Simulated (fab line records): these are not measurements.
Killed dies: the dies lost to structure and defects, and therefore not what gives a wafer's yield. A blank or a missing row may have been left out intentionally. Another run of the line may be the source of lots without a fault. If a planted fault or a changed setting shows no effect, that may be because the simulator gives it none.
Matching of chambers :: flow n5_finfet :: N5_FIN_SAQP_DESCUM_21 on rie_diel-03: 4 sister chambers
The step chemistry O2, time 7.9 s. 16 wafers are shown with their chamber, then 8 later ones without.

== WAFERS, EACH WITH ITS CHAMBER ==
wafer: L077.1
chamber: 0
drypump_motor_current_A (A): 5.8
showerhead_plenum_p_Torr (Torr): 2.05
throttle_valve_pct (%): 20.7

wafer: L077.2
chamber: 1
drypump_motor_current_A (A): 5.1
showerhead_plenum_p_Torr (Torr): 2.10
throttle_valve_pct (%): 20.5

wafer: L077.4
chamber: 3
drypump_motor_current_A (A): 6.3
showerhead_plenum_p_Torr (Torr): 2.08
throttle_valve_pct (%): 20.5

wafer: L079.2
chamber: 3
drypump_motor_current_A (A): 6.3
showerhead_plenum_p_Torr (Torr): 2.08
throttle_valve_pct (%): 20.5

wafer: L079.3
chamber: 2
drypump_motor_current_A (A): 6.6
showerhead_plenum_p_Torr (Torr): 2.06
throttle_valve_pct (%): 20.2

wafer: L079.5
chamber: 3
drypump_motor_current_A (A): 6.4
showerhead_plenum_p_Torr (Torr): 2.08
throttle_valve_pct (%): 20.5

wafer: L083.3
chamber: 2
drypump_motor_current_A (A): 6.6
showerhead_plenum_p_Torr (Torr): 2.06
throttle_valve_pct (%): 20.2

wafer: L083.4
chamber: 1
drypump_motor_current_A (A): 5.2
showerhead_plenum_p_Torr (Torr): 2.10
throttle_valve_pct (%): 20.5

wafer: L083.6
chamber: 2
drypump_motor_current_A (A): 6.6
showerhead_plenum_p_Torr (Torr): 2.06
throttle_valve_pct (%): 20.2

wafer: L085.1
chamber: 3
drypump_motor_current_A (A): 6.3
showerhead_plenum_p_Torr (Torr): 2.08
throttle_valve_pct (%): 20.5

wafer: L085.4
chamber: 0
drypump_motor_current_A (A): 5.8
showerhead_plenum_p_Torr (Torr): 2.05
throttle_valve_pct (%): 20.3

wafer: L085.6
chamber: 1
drypump_motor_current_A (A): 5.1
showerhead_plenum_p_Torr (Torr): 2.10
throttle_valve_pct (%): 20.5

wafer: L090.1
chamber: 1
drypump_motor_current_A (A): 5.1
showerhead_plenum_p_Torr (Torr): 2.09
throttle_valve_pct (%): 20.5

wafer: L090.4
chamber: 0
drypump_motor_current_A (A): 5.8
showerhead_plenum_p_Torr (Torr): 2.04
throttle_valve_pct (%): 20.3

wafer: L090.6
chamber: 1
drypump_motor_current_A (A): 5.1
showerhead_plenum_p_Torr (Torr): 2.09
throttle_valve_pct (%): 20.5

wafer: L093.1
chamber: 3
drypump_motor_current_A (A): 6.3
showerhead_plenum_p_Torr (Torr): 2.07
throttle_valve_pct (%): 20.5

SIGNATURES (means of the wafers above)
reading: drypump_motor_current_A
chamber 0: 5.800
chamber 1: 5.120
chamber 2: 6.600
chamber 3: 6.320
scatter within a chamber: 0.0365

reading: showerhead_plenum_p_Torr
chamber 0: 2.0467
chamber 1: 2.0960
chamber 2: 2.0600
chamber 3: 2.0780
scatter within a chamber: 0.00471

reading: throttle_valve_pct
chamber 0: 20.433
chamber 1: 20.500
chamber 2: 20.200
chamber 3: 20.500
scatter within a chamber: 0.0943
Rule: a wafer's distance from a chamber is the root of the sum, over the readings, of the square of ((its reading less the chamber's mean) divided by the reading's scatter). If the next closest chamber is less than 2 further off than the closest, the wafer can't be placed; otherwise it belongs to the closest. The scatter: take each reading less its chamber's mean, square it, sum over the shown wafers, divide by the number of wafers less the number of chambers, and take the root.

== WAFERS MISSING THEIR CHAMBER ==
wafer: L093.4
drypump_motor_current_A (A): 5.1
showerhead_plenum_p_Torr (Torr): 2.09
throttle_valve_pct (%): 20.5

wafer: L093.5
drypump_motor_current_A (A): 6.6
showerhead_plenum_p_Torr (Torr): 2.05
throttle_valve_pct (%): 20.2

wafer: L094.4
drypump_motor_current_A (A): 6.6
showerhead_plenum_p_Torr (Torr): 2.05
throttle_valve_pct (%): 20.2

wafer: L094.5
drypump_motor_current_A (A): 5.8
showerhead_plenum_p_Torr (Torr): 2.04
throttle_valve_pct (%): 20.3

wafer: L094.6
drypump_motor_current_A (A): 6.3
showerhead_plenum_p_Torr (Torr): 2.07
throttle_valve_pct (%): 20.5

wafer: L096.1
drypump_motor_current_A (A): 5.8
showerhead_plenum_p_Torr (Torr): 2.04
throttle_valve_pct (%): 20.4

wafer: L096.5
drypump_motor_current_A (A): 6.3
showerhead_plenum_p_Torr (Torr): 2.07
throttle_valve_pct (%): 20.5

wafer: L096.6
drypump_motor_current_A (A): 5.8
showerhead_plenum_p_Torr (Torr): 2.04
throttle_valve_pct (%): 20.3

== WHICH CHAMBER EACH WENT THROUGH ==
wafer: L093.4
from the rows above: 1
in truth: 1

wafer: L093.5
from the rows above: 2
in truth: 2

wafer: L094.4
from the rows above: 2
in truth: 2

wafer: L094.5
from the rows above: 0
in truth: 0

wafer: L094.6
from the rows above: 3
in truth: 3

wafer: L096.1
from the rows above: 0
in truth: 0

wafer: L096.5
from the rows above: 3
in truth: 3

wafer: L096.6
from the rows above: 0
in truth: 0
Correct placement for 8 of the 8. From these rows, 0 cannot be placed. Number placed wrongly: 0.
